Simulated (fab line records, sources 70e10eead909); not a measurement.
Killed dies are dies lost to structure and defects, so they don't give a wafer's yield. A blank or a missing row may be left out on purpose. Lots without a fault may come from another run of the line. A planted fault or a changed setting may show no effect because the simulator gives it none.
A struck lot beside a sound one | flow nand_harc | 15 steps out of a route of 1302
Sound: wafers L655.1, L655.2, L655.6. Struck: wafer L667.5. (L667.2, L667.3 of the same lot were not struck and are left out.) The cause comes at the end.
At each step with rows: each side's tool, then ch and its chambers, then its first start. Under that, the readings that differ: sound wafers | struck wafers | difference of the means | sigmas: that difference in standard deviations of wafers without a fault.
alike: readings whose means differ by less than 2 such deviations, and words and numbers that are the same on both sides. not compared: withheld readings, readings that some wafer has no value for, bounds like >300 that may hide the same value, and numbers for which the record gives no deviation and whose values overlap.
The two part at a step that has a row with sigmas, a row that says differs or no value, or rows on one side only. Numbers that don't overlap but have no deviation are shown without sigmas and don't part them. A reading that every wafer of one side lacks parts them only if that side has two wafers or more.

NHARC_A_DECK1_JOINT_ETCHBACK_00: etches the open film in HBr, target depth 30 nm, time 17.4 s.
  sound on rie_si-05 ch 0,2,3, day 12 01:43; struck on rie_si-05 ch 3, day 16 07:59
  alike: drypump_motor_current_A, oes_product_au, throttle_valve_pct
  not compared: rf_hours_counter_h
then, 8 steps without rows for these wafers: NHARC_A_DECK1_JOINT_PRECLEAN_30 (cleans in SC1); NHARC_A_DECK1_JOINT_SRD_31; NHARC_A_DECK1_JOINT_CVD_34 (deposits SiNx, target thk 20 nm); NHARC_A_DECK1_JOINT_DEP_06 (deposits SiOx, target thk 80 nm); NHARC_A_DECK1_JOINT_CURE_26 (time 32 s); NHARC_A_DECK1_JOINT_ANNEAL_27 (time 3600 s); NHARC_A_DECK1_JOINT_ANNEAL_28 (time 1800 s); NHARC_A_DECK1_JOINT_ANNEAL_29 (time 1800 s).
NHARC_A_DECK1_JOINT_CMP_02: polishes SiOx.
  sound on cmp-02 ch 0,1, day 12 21:28; struck on cmp-04 ch 1, day 17 20:28
  alike: motor_current_A
then, 1 step without rows for these wafers: NHARC_A_DECK1_JOINT_SRD_15.
NHARC_A_DECK1_JOINT_DEP_16: deposits SiO2, target thk 45 nm.
  sound on pecvd-03 ch 0,1, day 12 21:49; struck on pecvd-03 ch 2, day 17 20:50
  reading                   | sound             | struck | difference | sigmas
  mfc_precursor_sccm (sccm) | 161.5 162.4 161.2 | 234.0  | +72.3      | +99 or more
  alike: heater_power_w, susceptor_temp_C, throttle_valve_pct
NHARC_A_DECK1_JOINT_THK_MEAS_17: measures by ellipsometry.
  sound on film_metro-01, day 12 22:06; struck on film_metro-01, day 17 21:07
  reading     | sound          | struck | difference | sigmas
  thk_nm (nm) | 45.3 45.5 44.3 | 63.9   | +18.9      | +16
NHARC_A_DECK1_JOINT_INSPECT_05:
  sound on defect_inspect-01, day 12 22:08; struck on defect_inspect-02, day 17 21:08
  alike: raw_defect_count
-- the record jumps here: 12 days lie between the struck wafers' starts before and after (it left off in module A_DECK1_JOINT and takes up again in module END, whose first step shown is number 1302 of the route) --
NHARC_END_SORT_01:
  the record has rows for the struck wafers here (prober-02 ch 0, day 30 07:46) and none for the sound ones

WHERE THEY PART
First at NHARC_A_DECK1_JOINT_DEP_16; last, within this record, at NHARC_END_SORT_01.

WHY: what the simulator had put in
Process parameter drift: pecvd-03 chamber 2, from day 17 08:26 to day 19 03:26, at NHARC_A_DECK1_JOINT_DEP_16. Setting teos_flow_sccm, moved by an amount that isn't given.
